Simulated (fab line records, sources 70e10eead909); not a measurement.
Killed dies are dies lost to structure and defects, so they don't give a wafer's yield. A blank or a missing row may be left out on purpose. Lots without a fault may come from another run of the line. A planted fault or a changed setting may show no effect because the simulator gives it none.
A struck lot beside a sound one | flow nand_harc | 36 steps out of a route of 1302
Sound: wafers L674.1, L674.3, L674.5. Struck: wafers L684.1, L684.2, L684.3. The cause comes at the end.
At each step with rows: each side's tool, then ch and its chambers, then its first start. Under that, the readings that differ: sound wafers | struck wafers | difference of the means | sigmas: that difference in standard deviations of wafers without a fault.
alike: readings whose means differ by less than 2 such deviations, and words and numbers that are the same on both sides. not compared: withheld readings, readings that some wafer has no value for, bounds like >300 that may hide the same value, and numbers for which the record gives no deviation and whose values overlap.
The two part at a step that has a row with sigmas, a row that says differs or no value, or rows on one side only. Numbers that don't overlap but have no deviation are shown without sigmas and don't part them. A reading that every wafer of one side lacks parts them only if that side has two wafers or more.

first, 4 steps without rows for these wafers: NHARC_A_STAIRCASE_STRIP_317 (strips in SPM, time 900 s); NHARC_A_STAIRCASE_PRECLEAN_318 (cleans in SC1); NHARC_A_STAIRCASE_SRD_329; NHARC_A_STAIRCASE_ALD_415 (deposits SiO2, target thk 30 nm, pulse time 6 s, ald cycles 300).
NHARC_A_STAIRCASE_ETCHBACK_416: etches the open film in C4F8/O2/Ar, target depth 36 nm, time 7.2 s.
  sound on rie_diel-04 ch 0,1,2; struck on rie_diel-13 ch 0,1,2
  reading               | sound             | struck            | difference | sigmas
  oes_product_au (a.u.) | 0.917 0.916 0.944 | 0.974 1.029 1.020 | +0.082     | +3
  alike: rf_vpp_V
  not compared: rf_hours_counter_h
NHARC_A_STAIRCASE_STRIP_476: strips in O2, time 20 s.
  sound on rie_diel-04 ch 0,2, day 19 04:20; struck on rie_diel-13 ch 0,2,3, day 23 07:44
  alike: drypump_motor_current_A, oes_product_au, rf_vpp_V, showerhead_plenum_p_Torr, throttle_valve_pct
  not compared: rf_hours_counter_h
then, 4 steps without rows for these wafers: NHARC_A_STAIRCASE_DEP_417 (deposits Si3N4, target thk 60 nm); NHARC_A_STAIRCASE_WET_418 (chemistry H3PO4, target depth 20 nm); NHARC_A_STAIRCASE_PRECLEAN_419 (cleans in SC1); NHARC_A_STAIRCASE_SRD_421.
NHARC_A_STAIRCASE_ALD_420: deposits SiO2, target thk 20 nm, pulse time 6 s, ald cycles 200.
  sound on ald_hk-01 ch 0,1,2, day 19 07:27; struck on ald_hk-01 ch 0,1,2, day 23 10:47
  alike: heater_power_w, precursor_pulse_height_rel
NHARC_A_STAIRCASE_CVD_552: deposits SiNx, target thk 40 nm.
  sound on lpcvd-01 ch 1, day 19 11:41; struck on lpcvd-01 ch 0, day 23 15:04
then, 17 steps without rows for these wafers: NHARC_A_STAIRCASE_DEP_151 (deposits SiO2, target thk 7200 nm); NHARC_A_STAIRCASE_ANNEAL_320 (time 1800 s); NHARC_A_STAIRCASE_DEP_322 (deposits SiO2, target thk 7200 nm); NHARC_A_STAIRCASE_ANNEAL_323 (time 1800 s); NHARC_A_STAIRCASE_DEP_325 (deposits SiO2, target thk 7200 nm); NHARC_A_STAIRCASE_ANNEAL_326 (time 1800 s); NHARC_A_STAIRCASE_DEHYDRATE_433 (time 120 s); NHARC_A_STAIRCASE_HMDS_434 (time 30 s); NHARC_A_STAIRCASE_COAT_435; NHARC_A_STAIRCASE_SOFTBAKE_436 (time 170 s); NHARC_A_STAIRCASE_EBR_437; NHARC_A_STAIRCASE_EXPOSE_438 (exposes mask STAIR REV); NHARC_A_STAIRCASE_PEB_439 (peb time 130 s); NHARC_A_STAIRCASE_DEVELOP_440 (time 140 s); NHARC_A_STAIRCASE_HARDBAKE_442 (time 140 s); NHARC_A_STAIRCASE_DESCUM_443 (chemistry O2, time 3 s); NHARC_A_STAIRCASE_ETCH_444 (etches the open film in C4F8/O2, target depth 20400 nm, time 6800 s).
NHARC_A_STAIRCASE_STRIP_446: strips in O2.
  sound on plasma_asher-02 ch 0,1, day 20 20:37; struck on plasma_asher-02 ch 0,1, day 25 00:11
  alike: drypump_motor_current_A, heater_power_w
  not compared: rf_hours_counter_h
then, 4 steps without rows for these wafers: NHARC_A_STAIRCASE_STRIP_447 (strips in SPM, time 900 s); NHARC_A_STAIRCASE_PRECLEAN_448 (cleans in SC1); NHARC_A_STAIRCASE_SRD_449; NHARC_A_STAIRCASE_CMP_450 (polishes SiO2, target thk 200 nm).
NHARC_A_STAIRCASE_CMP_152: polishes.
  sound on cmp-02 ch 0,3, day 20 21:32; struck on cmp-01 ch 0,1,2, day 25 01:03
  alike: motor_current_A, slurry_flow_ml_min
-- the record jumps here: 5 days lie between the struck wafers' starts before and after (it left off in module A_STAIRCASE and takes up again in module END, whose first step shown is number 1302 of the route) --
NHARC_END_SORT_01:
  the record has rows for the struck wafers here (prober-01 ch 0, day 30 10:14) and none for the sound ones

WHERE THEY PART
First at NHARC_A_STAIRCASE_ETCHBACK_416; last, within this record, at NHARC_END_SORT_01.

WHY: what the simulator had put in
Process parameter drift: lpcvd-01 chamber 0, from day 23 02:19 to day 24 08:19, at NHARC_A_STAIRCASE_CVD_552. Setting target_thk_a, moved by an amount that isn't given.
